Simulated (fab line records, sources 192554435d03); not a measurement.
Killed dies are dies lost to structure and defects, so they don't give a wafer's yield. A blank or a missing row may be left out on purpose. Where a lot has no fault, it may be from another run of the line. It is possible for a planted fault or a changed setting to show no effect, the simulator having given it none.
Split-lot study	flow n5 finfet	21 wafers read across 7 lots, on a route 1938 steps long

== THE SPLIT ITSELF ==
At N5_PASSIVATION_ETCH_54 (etches SiO2 in CHF3/O2, target depth 880 nm, time 440 s), the setting bias w was moved away from the recipe's 170 W on 9 of the 21 wafers read, by -13.7% to +17.8%. For the rest of the wafers, this setting stayed at what the recipe calls for.

The reading is taken at the split's own step.

== THE READING ==
rf vpp V, in V, at N5_PASSIVATION_ETCH_54 (etches SiO2 in CHF3/O2, target depth 880 nm, time 440 s). On this fab line, fault-free wafers typically give 522 V with a standard deviation of 9.8 V.

wafer	tool, chamber at the split	bias w as run, W	against the recipe	rf vpp V, V	against lot-mates on the recipe
L076.1	rie diel-04, 3	146.7	-13.7%	468	-44
L076.2	rie diel-04, 2	146.7	-13.7%	455	-57
L076.6	rie diel-04, 2	170	recipe	512	-
L074.3	rie diel-04, 3	197.4	+16.1%	592	+72
L074.4	rie diel-04, 0	170	recipe	530	-
L074.6	rie diel-04, 2	170	recipe	509	-
L078.1	rie diel-01, 2	170	recipe	536	-
L078.3	rie diel-01, 0	170	recipe	507	-
L078.5	rie diel-01, 2	170	recipe	536	-
L086.3	rie diel-02, 1	170	recipe	528	-
L086.4	rie diel-02, 2	170	recipe	529	-
L086.5	rie diel-02, 1	170	recipe	528	-
L095.4	rie diel-01, 3	170	recipe	515	-
L095.5	rie diel-01, 2	146.8	-13.6%	476	-39
L095.6	rie diel-01, 1	146.8	-13.6%	464	-51
L093.4	rie diel-04, 3	200.3	+17.8%	598	+68
L093.5	rie diel-04, 0	170	recipe	536	-
L093.6	rie diel-04, 3	170	recipe	524	-
L097.1	rie diel-02, 3	181.2	+6.6%	536	no lot-mate on the recipe
L097.3	rie diel-02, 2	181.2	+6.6%	557	no lot-mate on the recipe
L097.6	rie diel-02, 0	181.2	+6.6%	543	no lot-mate on the recipe

FIT RESULTS
A straight line over all 21 wafers: rf vpp V changes by +4.14 V for each +1% of bias w; r = +0.97; the points scatter about the line by 9.8 V.
The same after taking each lot's own level away (the mean of its wafers on the recipe; 18 wafers): +3.79 V for each +1%; r = +0.97; scatter 8.6 V.
On that fit, the largest move of bias w shifts the reading by 68 V.
Across the lots, their own levels run from 512.0 to 530.0 V, a range of 1.8 times the standard deviation given above.
Consequently the slope shifts little with the lot-to-lot level, the two slopes agreeing.
Check: for one of the wafers moved furthest among these (+17.8%), held out of the fit, the line's prediction against its lot-mates is +69.7 V. Against them it came out at +68 V.
Tool readings at the split's step, against how far the setting was moved: rf vpp V r = +0.97.

== ADDITIONAL SPLITS CARRIED BY THESE WAFERS ==
Other splits were also applied to these wafers ahead of the reading. Each is held against what the fit with the lots' levels taken away leaves over:
other split on the same wafers	wafers away from the commonest value	r with rf vpp V (lot level and that fit taken away)
N5_BEOL_M15_EXPOSE_07 dose mj	5	-0.37
N5_BEOL_M15_COAT_22 spin rpm	8	-0.01
N5_BEOL_M15_PEB_26 peb time s	6	+0.13
N5_MIM_BOT_ETCH_ETCH_04 source w	4	+0.21

== THE FILE'S OWN FIT ==
rf vpp V changes by +3.88 V for each +1% of bias w, r = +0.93.
